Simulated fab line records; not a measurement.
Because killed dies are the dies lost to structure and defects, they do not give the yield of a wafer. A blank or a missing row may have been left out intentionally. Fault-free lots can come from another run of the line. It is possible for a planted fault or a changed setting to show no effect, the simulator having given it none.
fab line records | flow n5-finfet
[record] lots = 15 wafers = 45 last-day = 18
route steps=1938 shown BEOL_M8@1334
lots with no fault: from the same line, run without faults
start-h: the number of hours between the record's first day and the start of the first shown wafer of the lot | wait-h: hours since the lot's step before | " repeats the value in the row above | L1.1+2: one row covering several wafers at once | - either no value or no given start | * or withheld: withheld | < > ~ a bound
route shown NAME@n: NAME is a module with steps in the file, n the number in the route of the first one | usual: the fault-free wafers' mean and standard deviation | same: alike in all rows | chamber/n: place in a boat | sites: per-site readings | _std_site: standard deviation of those values | _edge_site: mean of outer sites minus mean of inner sites | radius-mm: for every site, how far away it sits from the centre of the wafer | mask NAME#n: copy n | behind: the most recent tool/chamber to have shaped the wafer | hold: what put the lot on hold/how long, in hours/how the hold closed | device: the transistor (n, p or np) that didn't switch | end of line: tests run on the same wafers once the route is complete | a step without rows: its recipe alone | killed: at the first sort, the dies lost to defects and structure; wafer yield is something else | map: the dies of a wafer, with x for killed, . for not killed, _ for no die there
set.NAME: the run value of the setting; set.NAME@STEP: its run value at that earlier step | model.NAME: the simulator's own value behind a step, which no gauge read
steps of the route over a sample of lots; a table a step, a row a wafer
services: when a tool's chamber went out of use (start-h, in hours from the record's first day, below 0 if earlier), for how many hours, and the reason
[[steps]]
[step N5_BEOL_M8_THK_MEAS_01]
[recipe] reads = SiCOH_lowk_of_BEOL_M8_ILD_DEP_00
[usual] M8_ILD_THK = 155.0/1.9
// columns lot.wafer tool chamber start-h wait-h M8_ILD_THK[nm]
L578.2 film-metro-01 - 197.50 0.4 152.9
L578.3 " - " " 153.0
L578.4 " - " " 153.0
L579.1 film-metro-02 - 199.92 0.4 154.3
L579.2 " - " " 155.1
L579.3 " - " " 156.2
L580.1 film-metro-02 - 204.51 0.4 153.4
L580.2 " - " " 155.4
L580.5 " - " " 157.7
L582.4 film-metro-01 - 220.25 0.4 155.5
L582.5 " - " " 157.8
L582.6 " - " " 157.5
L584.1 film-metro-01 - 232.00 0.8 153.0
L584.3 " - " " 152.4
L584.4 " - " " 155.3
L583.2 film-metro-02 - 234.82 0.4 157.4
L583.3 " - " " 155.2
L583.6 " - " " 157.9
L590.2 film-metro-01 - 271.27 0.4 151.0
L590.3 " - " " 150.0
L590.6 " - " " 153.5
L592.1 film-metro-01 - 286.60 0.4 153.5
L592.4 " - " " 156.4
L592.5 " - " " 154.9
L594.2 film-metro-01 - 287.71 0.4 154.0
L594.3 " - " " 155.7
L594.5 " - " " 156.2
L596.1 film-metro-01 - 292.21 0.4 154.6
L596.2 " - " " 154.1
L596.3 " - " " 153.5
L593.2 film-metro-02 - 293.62 0.7 155.1
L593.3 " - " " 156.0
L593.6 " - " " 158.2
L597.3 film-metro-01 - 318.09 0.3 151.4
L597.5 " - " " 153.5
L597.6 " - " " 154.7
L600.1 film-metro-01 - 339.55 0.8 153.7
L600.2 " - " " 155.5
L600.4 " - " " 155.3
L599.2 film-metro-02 - 345.07 0.7 153.4
L599.4 " - " " 156.5
L599.6 " - " " 155.5
L601.2 film-metro-01 - 350.56 0.4 153.7
L601.4 " - " " 157.8
L601.5 " - " " 156.7
[step N5_BEOL_M8_EXPOSE_08]
[recipe] mask-id = M8 na = 1.35 source-shape = dipole sigma-inner = 0.817 sigma-outer = 0.97 polarization = te dose-mj = 68.25
[usual] dipole-opening-deg = 35/0 exposure-dose-mJ-cm2 = 68.20/0.07 reticle-temp-C = 22.99/0.11
// columns lot.wafer tool chamber start-h wait-h mask dipole-opening-deg exposure-dose-mJ-cm2 reticle-temp-C
L578.2 arfi-scanner-03 0 198.40 - M8#0 35 68.15 22.75
L578.3 " 0 " " M8#0 35 68.19 23.06
L578.4 " 0 " " M8#0 35 68.16 22.89
L579.1 arfi-scanner-02 0 201.49 - M8#0 35 68.29 22.96
L579.2 " 0 " " M8#0 35 68.28 23.02
L579.3 " 0 " " M8#0 35 68.25 23.05
L580.1 arfi-scanner-02 0 206.92 - M8#0 35 68.30 22.83
L580.2 " 0 " " M8#0 35 68.23 22.82
L580.5 " 0 " " M8#0 35 68.25 22.94
L582.4 arfi-scanner-01 - 222.02 - M8#0 - - -
L582.5 " - " " M8#0 - - -
L582.6 " - " " M8#0 - - -
L584.1 arfi-scanner-02 - 232.47 - M8#0 - - -
L584.3 " - " " M8#0 - - -
L584.4 " - " " M8#0 - - -
L583.2 arfi-scanner-02 - 235.85 - M8#0 - - -
L583.3 " - " " M8#0 - - -
L583.6 " - " " M8#0 - - -
L590.2 arfi-scanner-02 0 272.08 - M8#0 35 68.16 22.95
L590.3 " 0 " " M8#0 35 68.12 22.92
L590.6 " 0 " " M8#0 35 68.17 23.04
L592.1 arfi-scanner-03 0 288.38 - M8#0 35 68.15 22.98
L592.4 " 0 " " M8#0 35 68.13 22.86
L592.5 " 0 " " M8#0 35 68.22 23.05
L594.2 arfi-scanner-02 0 288.60 - M8#0 35 68.11 23.00
L594.3 " 0 " " M8#0 35 68.24 23.01
L594.5 " 0 " " M8#0 35 68.27 23.05
L596.1 arfi-scanner-01 0 295.96 - M8#0 35 68.19 23.04
L596.2 " 0 " " M8#0 35 68.14 23.03
L596.3 " 0 " " M8#0 35 68.22 23.09
L593.2 arfi-scanner-03 0 296.22 - M8#0 35 68.18 22.95
L593.3 " 0 " " M8#0 35 68.22 23.08
L593.6 " 0 " " M8#0 35 68.24 22.93
L597.3 arfi-scanner-03 0 321.94 - M8#0 35 68.16 22.94
L597.5 " 0 " " M8#0 35 68.17 22.89
L597.6 " 0 " " M8#0 35 68.12 22.94
L600.1 arfi-scanner-02 0 341.79 - M8#0 35 68.15 22.92
L600.2 " 0 " " M8#0 35 68.20 22.92
L600.4 " 0 " " M8#0 35 68.14 22.97
L599.2 arfi-scanner-02 0 346.11 - M8#0 35 68.10 22.96
L599.4 " 0 " " M8#0 35 68.15 22.99
L599.6 " 0 " " M8#0 35 68.19 23.08
L601.2 arfi-scanner-03 0 351.41 - M8#0 35 68.11 22.85
L601.4 " 0 " " M8#0 35 68.16 22.91
L601.5 " 0 " " M8#0 35 68.17 22.91
[step N5_BEOL_M8_OVL_MEAS_12]
[recipe] points-per-wafer = 44
[usual] M8_OVL = 0.2/0.73
// columns lot.wafer tool chamber start-h wait-h M8_OVL[nm]
L578.2 overlay-02 0 198.55 0.0 0.5
L578.3 " 0 " " 0.6
L578.4 " 0 " " 0.5
L579.1 overlay-01 0 201.65 0.0 0.8
L579.2 " 0 " " 1.2
L579.3 " 0 " " 0.0
L580.1 overlay-01 0 207.08 0.0 1.4
L580.2 " 0 " " 0.9
L580.5 " 0 " " 0.7
L582.4 overlay-01 0 222.16 0.0 -
L582.5 " 0 " " -
L582.6 " 0 " " -
L584.1 overlay-02 0 232.63 0.0 -
L584.3 " 0 " " -
L584.4 " 0 " " -
L583.2 overlay-01 0 236.00 0.0 -
L583.3 " 0 " " -
L583.6 " 0 " " -
L590.2 overlay-02 0 272.23 0.0 1.1
L590.3 " 0 " " 0.9
L590.6 " 0 " " 1.2
L592.1 overlay-01 0 288.54 0.0 0.0
L592.4 " 0 " " -0.2
L592.5 " 0 " " 0.1
L594.2 overlay-01 0 288.75 0.0 0.5
L594.3 " 0 " " -0.2
L594.5 " 0 " " 0.1
L596.1 overlay-01 0 296.12 0.0 -0.6
L596.2 " 0 " " -1.4
L596.3 " 0 " " -1.2
L593.2 overlay-01 0 296.38 0.0 0.2
L593.3 " 0 " " 0.2
L593.6 " 0 " " -0.4
L597.3 overlay-02 0 322.10 0.0 0.2
L597.5 " 0 " " 0.1
L597.6 " 0 " " -0.1
L600.1 overlay-02 0 341.95 0.0 1.0
L600.2 " 0 " " -1.2
L600.4 " 0 " " -0.9
L599.2 overlay-01 0 346.26 0.0 -0.2
L599.4 " 0 " " 0.1
L599.6 " 0 " " 0.3
L601.2 overlay-02 0 351.56 0.0 1.6
L601.4 " 0 " " 0.6
L601.5 " 0 " " 0.3
[step N5_BEOL_M8_DESCUM_16]
[recipe] chemistry = O2 time-s = 7.9 source-power-w = 50 bias-power-w = 20 pressure-mtorr = 20 rf-frequency-hz = 2.712e+07 temp-c = 40 resist = CAR-ArF o2-flow-sccm = 225
[usual] drypump-motor-current-A = 5.5/0.38 oes-product-au = 0.80/0.07 rf-vpp-V = 243.1/1.3 showerhead-plenum-p-Torr = 2.09/0.07 temp-c = 40.00/0.11 throttle-valve-pct = 20.4/0.3
// columns lot.wafer tool chamber start-h wait-h drypump-motor-current-A oes-product-au rf-hours-counter-h rf-vpp-V showerhead-plenum-p-Torr temp-c throttle-valve-pct
L578.2 rie-diel-06 0 198.61 0.0 5.5 0.73 201 243.0 2.08 40.11 20.3
L578.3 " 2 " " 5.0 0.81 97 242.9 2.02 39.82 20.5
L578.4 " 3 " " 6.5 0.71 214 243.5 2.15 40.09 20.5
L579.1 rie-diel-06 1 201.71 0.0 5.3 0.76 141 240.4 2.01 40.04 20.8
L579.2 " 0 " " 5.5 0.73 202 243.1 2.08 39.95 20.3
L579.3 " 2 " " 5.0 0.82 97 241.6 2.02 40.07 20.5
L580.1 rie-diel-04 2 207.18 0.1 5.7 0.85 56 244.2 2.12 40.06 19.9
L580.2 " 1 " " 5.8 0.94 12 244.3 2.14 40.10 20.2
L580.5 " 1 " " 5.7 0.94 - 245.0 2.14 40.03 20.2
L582.4 rie-diel-03 0 222.25 0.1 5.1 0.85 - 241.6 2.05 39.91 20.5
L582.5 " 3 " " 5.7 0.95 - 242.8 2.14 40.14 20.6
L582.6 " 2 " " 5.7 0.86 - 244.5 2.22 40.02 20.0
L584.1 rie-diel-06 1 232.69 0.0 5.3 0.73 153 243.1 2.01 39.74 20.8
L584.3 " 2 " " 5.0 0.80 108 242.1 2.01 39.91 20.6
L584.4 " 0 " " 5.5 0.71 - 243.8 2.07 39.99 20.3
L583.2 rie-diel-06 2 236.06 0.0 5.0 0.79 110 242.6 2.01 39.85 20.6
L583.3 " 0 " " 5.5 0.71 215 242.8 2.07 40.06 20.3
L583.6 " 0 " " 5.5 0.71 - 242.5 2.07 40.08 20.3
L590.2 rie-diel-04 3 272.29 0.0 5.5 0.84 68 242.8 2.12 40.09 20.0
L590.3 " 0 " " 5.4 0.78 96 244.1 2.21 39.97 20.9
L590.6 " 3 " " 5.5 0.84 - 244.0 2.12 39.95 20.0
L592.1 rie-diel-04 0 288.60 0.0 5.4 0.78 102 244.3 2.21 39.97 20.8
L592.4 " 3 " " 5.5 0.83 74 243.2 2.11 39.96 20.0
L592.5 " 2 " " 5.7 0.80 - 243.5 2.11 39.89 19.9
L594.2 rie-diel-04 2 288.85 0.1 5.7 0.81 85 242.7 2.11 39.94 19.9
L594.3 " 3 " " 5.5 0.83 74 242.9 2.11 39.82 20.0
L594.5 " 2 " " 5.7 0.81 - 243.4 2.11 39.88 19.9
L596.1 rie-diel-06 2 296.26 0.1 5.0 0.77 132 241.6 2.00 39.94 20.6
L596.2 " 3 " " 6.5 0.68 247 245.7 2.14 39.86 20.6
L596.3 " 1 " " 5.3 0.72 178 241.7 2.00 39.83 20.8
L593.2 rie-diel-06 1 296.52 0.1 5.3 0.72 178 243.3 2.00 40.12 20.8
L593.3 " 2 " " 5.0 0.78 132 240.8 2.00 40.21 20.6
L593.6 " 1 " " 5.3 0.72 - 242.0 2.00 39.95 20.8
L597.3 rie-diel-06 1 322.54 0.4 5.3 0.71 188 242.0 1.99 39.91 20.8
L597.5 " 1 " " 5.3 0.71 - 239.7 1.99 40.14 20.8
L597.6 " 2 " " 4.9 0.77 - 242.1 2.00 39.95 20.6
L600.1 rie-diel-06 3 342.68 0.7 6.5 0.97 5 243.8 2.13 40.08 20.3
L600.2 " 2 " " 5.0 0.76 150 242.6 2.00 40.01 20.6
L600.4 " 1 " " 5.3 0.71 - 242.1 1.99 40.07 20.8
L599.2 rie-diel-04 3 346.56 0.3 5.5 0.81 92 242.2 2.11 40.01 20.0
L599.4 " 1 " " 5.7 0.84 62 244.2 2.12 39.91 20.3
L599.6 " 0 " " 5.4 0.75 - 244.6 2.20 39.95 20.9
L601.2 rie-diel-03 2 351.62 0.0 5.7 0.81 87 243.6 2.20 40.05 20.1
L601.4 " 0 " " 5.1 0.79 106 242.8 2.03 39.84 20.6
L601.5 " 0 " " 5.1 0.80 - 241.3 2.03 40.02 20.6
[[services]]
// columns tool chamber start-h hours kind
arfi-scanner-03 - 174.98 1.3 pm
arfi-scanner-02 - 192.25 1.0 pm
arfi-scanner-03 - 201.49 1.0 pm
arfi-scanner-02 - 205.62 1.3 pm
arfi-scanner-02 - 219.59 4.9 pm
arfi-scanner-01 - 224.49 0.8 pm
rie-diel-06 3 226.21 11.0 repair
arfi-scanner-02 - 238.72 6.0 pm
arfi-scanner-01 - 248.30 1.3 pm
arfi-scanner-01 - 252.76 3.9 pm
rie-diel-03 2 276.78 12.1 repair
arfi-scanner-01 - 288.02 1.0 pm
arfi-scanner-02 - 289.75 0.8 pm
arfi-scanner-03 - 296.35 1.8 repair
arfi-scanner-03 - 300.48 1.3 pm
arfi-scanner-02 - 303.79 1.0 pm
arfi-scanner-03 - 314.22 0.8 pm
arfi-scanner-01 - 322.50 0.8 pm
rie-diel-03 1 329.69 7.5 repair
arfi-scanner-02 - 331.12 1.3 pm
rie-diel-03 3 332.74 11.1 repair
rie-diel-06 0 338.64 15.8 repair
arfi-scanner-01 - 342.57 6.0 pm
rie-diel-03 - 344.70 2.8 pm
[[key]]
[first-sign] step = N5_BEOL_M8_EXPOSE_08 reading = tool-record direction = missing
effect none on later readings
met-at N5_BEOL_M8_EXPOSE_08
struck-lots L582,L583,L584
later-rows-left-out L582.4,L582.5,L582.6,L583.2,L583.3,L583.6,L584.1,L584.3,L584.4
sort-left-out L582.4,L582.5,L582.6,L583.2,L583.3,L583.6,L584.1,L584.3,L584.4
not-acting-at N5_BEOL_M8_THK_MEAS_01,N5_BEOL_M8_OVL_MEAS_12,N5_BEOL_M8_DESCUM_16
onset-between 206.92 222.02
[fault] kind = skipped-step-whole tool = arfi-scanner-01,arfi-scanner-02 chamber = - onset-h = 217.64 steps = N5_BEOL_M8_EXPOSE_08 scope = struck-lots-only
// sort-left-out: the simulated sort isn't trusted on such a fault, so these wafers' sort isn't shown, and their yield isn't known
// later-rows-left-out: the simulator's readings of these wafers behind a module that went badly wrong aren't trusted and aren't shown, but for the sort
